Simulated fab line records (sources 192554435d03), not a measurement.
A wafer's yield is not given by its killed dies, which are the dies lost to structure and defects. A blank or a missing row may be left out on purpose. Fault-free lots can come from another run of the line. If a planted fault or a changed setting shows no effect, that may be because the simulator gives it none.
Split-lot trial    flow n5Finfet    7 lots, 21 wafers read, on a route of 1938 steps

== ABOUT THE SPLIT ==
At N5_PASSIVATION_SPUTTER_20 (material TaN, target thk 50 nm), the setting targetThkA was moved away from the recipe's 500 angstrom on 8 of the 21 wafers read, by -11.7% to +8.0%. This setting was run at the recipe's value on the other wafers.

The reading is taken at the split's own step.

== THE READING ==
TaN_of_PASSIVATION_SPUTTER_20.thkNm (the simulator's own value, which no gauge read), in nm, at N5_PASSIVATION_SPUTTER_20 (material TaN, target thk 50 nm). The file does not state a usual value for it. Here, 13 wafers ran the recipe; their average is 49.6 nm with a standard deviation of 0.38 nm.

wafer   tool, chamber at the split  targetThkA as run, angstrom  against the recipe  TaN_of_PASSIVATION_SPUTTER_20.thkNm, nm  against lot-mates on the recipe
L075.1  pvdSputter-01, -            449.6                        -10.1%              44.4                                     -5.2
L075.3  pvdSputter-01, -            449.6                        -10.1%              44                                       -5.6
L075.5  pvdSputter-01, -            500                          recipe              49.6                                     -
L082.1  pvdSputter-01, -            500                          recipe              49.6                                     -
L082.4  pvdSputter-01, -            500                          recipe              49                                       -
L082.5  pvdSputter-01, -            539.8                        +8.0%               54.2                                     +4.9
L081.4  pvdSputter-03, -            500                          recipe              49.8                                     -
L081.5  pvdSputter-03, -            500                          recipe              49.6                                     -
L081.6  pvdSputter-03, -            500                          recipe              49.6                                     -
L085.2  pvdSputter-01, -            500                          recipe              50                                       -
L085.4  pvdSputter-01, -            500                          recipe              49                                       -
L085.6  pvdSputter-01, -            500                          recipe              50.4                                     -
L086.4  pvdSputter-03, -            476.7                        -4.7%               47                                       -2.4
L086.5  pvdSputter-03, -            500                          recipe              49.4                                     -
L086.6  pvdSputter-03, -            476.7                        -4.7%               47.2                                     -2.2
L089.4  pvdSputter-03, -            500                          recipe              50                                       -
L089.5  pvdSputter-03, -            441.6                        -11.7%              44.2                                     -5.6
L089.6  pvdSputter-03, -            500                          recipe              49.6                                     -
L097.1  pvdSputter-01, -            447.8                        -10.4%              44.8                                     -4.4
L097.2  pvdSputter-01, -            500                          recipe              49.2                                     -
L097.3  pvdSputter-01, -            447.8                        -10.4%              43.8                                     -5.4

FIT RESULTS
A straight line over all 21 wafers: TaN_of_PASSIVATION_SPUTTER_20.thkNm changes by +0.519 nm for each +1% of targetThkA; r = +0.99; the points scatter about the line by 0.41 nm.
The same after taking each lot's own level away (the mean of its wafers on the recipe; 21 wafers): +0.515 nm for each +1%; r = +0.99; scatter 0.41 nm.
On that fit, the largest move of targetThkA shifts the reading by 6 nm.
From 49.20 to 49.80 nm: that is the span of the lots' own levels, equal to 1.6 times the standard deviation above.
The two slopes are in agreement: the lot-to-lot level therefore moves the slope only a little.
Check: for one of the wafers moved furthest among these (-11.7%), held out of the fit, the line's prediction against its lot-mates is -6 nm. It came out at -5.6 nm against them.

== OTHER SPLITS ON THESE WAFERS ==
Before the reading, these wafers also passed through other splits. Each is held against what the fit with the lots' levels taken away leaves over:
other split on the same wafers  wafers away from the commonest value  r with TaN_of_PASSIVATION_SPUTTER_20.thkNm (lot level and that fit taken away)
N5_MIM_BOT_SPUTTER_00 timeS     6                                     -0.19

== FILE'S OWN FIT ==
TaN_of_PASSIVATION_SPUTTER_20.thkNm changes by +0.511 nm for each +1% of targetThkA, r = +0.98.
